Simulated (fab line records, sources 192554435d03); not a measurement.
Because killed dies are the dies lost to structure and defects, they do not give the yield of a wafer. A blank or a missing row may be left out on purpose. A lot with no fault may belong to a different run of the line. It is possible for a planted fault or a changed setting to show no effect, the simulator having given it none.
Chamber matching + flow n5Finfet + N5_BEOL_M0_CUTY_DESCUM_61 on rieDiel-06 has 4 sister chambers
The step chemistry O2, time 7.9 s. 18 wafers are shown with their chamber, then 9 later ones without.

WAFERS WITH THEIR CHAMBER
| wafer  | chamber | drypumpMotorCurrentA (A) | showerheadPlenumPTorr (Torr) | oesProductAu (a.u.) |
|--------|---------|--------------------------|------------------------------|---------------------|
| L075.1 | 2       | 6.1                      | 2.05                         | 0.89                |
| L075.4 | 0       | 5.8                      | 2.07                         | 0.73                |
| L075.5 | 3       | 5.0                      | 2.07                         | 0.73                |
| L078.1 | 3       | 5.0                      | 2.07                         | 0.72                |
| L078.3 | 2       | 6.1                      | 2.05                         | 0.88                |
| L078.5 | 2       | 6.1                      | 2.05                         | 0.89                |
| L079.1 | 0       | 5.8                      | 2.07                         | 0.72                |
| L079.5 | 3       | 5.0                      | 2.07                         | 0.72                |
| L079.6 | 0       | 5.8                      | 2.07                         | 0.73                |
| L080.1 | 1       | 5.3                      | 2.14                         | 0.93                |
| L080.4 | 0       | 5.8                      | 2.06                         | 0.72                |
| L080.6 | 0       | 5.8                      | 2.07                         | 0.72                |
| L084.1 | 3       | 4.9                      | 2.07                         | 0.70                |
| L084.2 | 0       | 5.8                      | 2.06                         | 0.72                |
| L084.3 | 2       | 6.1                      | 2.05                         | 0.86                |
| L085.2 | 3       | 4.9                      | 2.07                         | 0.70                |
| L085.3 | 2       | 6.1                      | 2.05                         | 0.85                |
| L085.4 | 2       | 6.1                      | 2.04                         | 0.84                |

SIGNATURES (means of the wafers above)
| reading               | chamber 0 | chamber 1 | chamber 2 | chamber 3 | scatter within a chamber |
|-----------------------|-----------|-----------|-----------|-----------|--------------------------|
| drypumpMotorCurrentA  | 5.800     | 5.300     | 6.100     | 4.960     | 0.0293                   |
| showerheadPlenumPTorr | 2.0667    | 2.1400    | 2.0483    | 2.0700    | 0.00393                  |
| oesProductAu          | 0.7233    | 0.9300    | 0.8683    | 0.7140    | 0.015                    |
Rule: for a wafer and a chamber, the distance is found by dividing, reading by reading, the gap between the wafer's reading and the chamber's mean by the reading's scatter, squaring, summing and taking the root. If the next closest chamber is less than 2 further off than the closest, the wafer can't be placed; otherwise it belongs to the closest. How the scatter is found: for the shown wafers, subtract from each reading the mean of its chamber, square and add these, divide the total by (wafers less chambers), then take the root.

WAFERS WITHOUT THEIR CHAMBER
| wafer  | drypumpMotorCurrentA (A) | showerheadPlenumPTorr (Torr) | oesProductAu (a.u.) |
|--------|--------------------------|------------------------------|---------------------|
| L088.1 | 5.8                      | 2.06                         | 0.71                |
| L088.3 | 5.3                      | 2.14                         | 0.89                |
| L088.4 | 6.1                      | 2.04                         | 0.84                |
| L094.1 | 5.8                      | 2.05                         | 0.70                |
| L094.2 | 5.3                      | 2.14                         | 0.88                |
| L094.6 | 5.8                      | 2.05                         | 0.71                |
| L097.1 | 5.3                      | 2.13                         | 0.86                |
| L097.2 | 6.1                      | 2.03                         | 0.82                |
| L097.5 | 6.1                      | 2.03                         | 0.82                |

WHICH CHAMBER EACH ONE RAN IN
| wafer  | from the rows above | in truth |
|--------|---------------------|----------|
| L088.1 | 0                   | 0        |
| L088.3 | 1                   | 1        |
| L088.4 | 2                   | 2        |
| L094.1 | 0                   | 0        |
| L094.2 | 1                   | 1        |
| L094.6 | 0                   | 0        |
| L097.1 | 1                   | 1        |
| L097.2 | 2                   | 2        |
| L097.5 | 2                   | 2        |
Correct placement for 9 of the 9. Not placeable from these rows: 0. Placed wrongly: 0.
